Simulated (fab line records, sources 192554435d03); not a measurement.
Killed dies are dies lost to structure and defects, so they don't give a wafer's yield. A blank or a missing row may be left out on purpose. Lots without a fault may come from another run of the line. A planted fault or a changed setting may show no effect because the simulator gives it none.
Chamber matching | flow n5_finfet | N5_BEOL_M5_STRIP_19 on rie_diel-01: 4 sister chambers
The step strips in O2. 22 wafers are shown with their chamber, then 11 later ones without.

WAFERS WITH THEIR CHAMBER
wafer  | chamber | showerhead_plenum_p_Torr (Torr) | drypump_motor_current_A (A) | throttle_valve_pct (%)
L076.1 | 1       | 2.20                            | 6.3                         | 16.40
L076.4 | 0       | 2.22                            | 5.5                         | 16.74
L076.6 | 1       | 2.20                            | 6.3                         | 16.39
L077.3 | 3       | 2.16                            | 5.7                         | 16.61
L077.5 | 1       | 2.20                            | 6.3                         | 16.41
L077.6 | 2       | 1.99                            | 6.4                         | 16.53
L080.3 | 2       | 1.99                            | 6.4                         | 16.52
L080.4 | 0       | 2.22                            | 5.4                         | 16.75
L080.5 | 0       | 2.22                            | 5.4                         | 16.75
L079.3 | 0       | 2.22                            | 5.5                         | 16.77
L079.4 | 1       | 2.20                            | 6.3                         | 16.40
L079.6 | 2       | 1.99                            | 6.4                         | 16.52
L078.1 | 2       | 1.99                            | 6.4                         | 16.53
L078.2 | 1       | 2.20                            | 6.3                         | 16.40
L078.5 | 2       | 1.99                            | 6.4                         | 16.52
L083.2 | 3       | 2.16                            | 5.7                         | 16.63
L083.5 | 3       | 2.16                            | 5.7                         | 16.63
L083.6 | 0       | 2.22                            | 5.5                         | 16.77
L087.1 | 3       | 2.16                            | 5.7                         | 16.65
L087.4 | 2       | 1.99                            | 6.4                         | 16.55
L087.5 | 2       | 1.99                            | 6.4                         | 16.54
L090.1 | 1       | 2.19                            | 6.3                         | 16.43

SIGNATURES (means of the wafers above)
reading                  | chamber 0 | chamber 1 | chamber 2 | chamber 3 | scatter within a chamber
showerhead_plenum_p_Torr | 2.2200    | 2.1983    | 1.9900    | 2.1600    | 0.00215
drypump_motor_current_A  | 5.460     | 6.300     | 6.400     | 5.700     | 0.0258
throttle_valve_pct       | 16.7560   | 16.4050   | 16.5300   | 16.6300   | 0.0135
Rule: a wafer's distance from a chamber is the root of the sum, over the readings, of the square of ((its reading less the chamber's mean) divided by the reading's scatter). The wafer belongs to the nearest chamber; if the next one is less than 2 further off, it can't be placed. The scatter: the root of (the sum of the squares of (reading less its chamber's mean) over the shown wafers, divided by (wafers less chambers)).

WAFERS WITHOUT THEIR CHAMBER
wafer  | showerhead_plenum_p_Torr (Torr) | drypump_motor_current_A (A) | throttle_valve_pct (%)
L090.2 | 2.15                            | 5.7                         | 16.67
L090.5 | 2.15                            | 5.7                         | 16.67
L092.2 | 1.98                            | 6.3                         | 16.57
L092.3 | 2.21                            | 5.5                         | 16.80
L092.4 | 2.19                            | 6.3                         | 16.44
L095.1 | 2.19                            | 6.3                         | 16.47
L095.3 | 1.98                            | 6.4                         | 16.59
L095.4 | 2.21                            | 5.5                         | 16.82
L096.1 | 2.15                            | 5.7                         | 16.66
L096.3 | 2.21                            | 5.5                         | 16.82
L096.5 | 2.15                            | 5.7                         | 16.68

WHICH CHAMBER EACH WENT THROUGH
wafer  | from the rows above | in truth
L090.2 | 3                   | 3
L090.5 | 3                   | 3
L092.2 | 2                   | 2
L092.3 | 0                   | 0
L092.4 | 1                   | 1
L095.1 | 1                   | 1
L095.3 | 2                   | 2
L095.4 | 0                   | 0
L096.1 | 3                   | 3
L096.3 | 0                   | 0
L096.5 | 3                   | 3
Placed correctly: 11 of 11. Can't be placed from these rows: 0. Placed wrongly: 0.
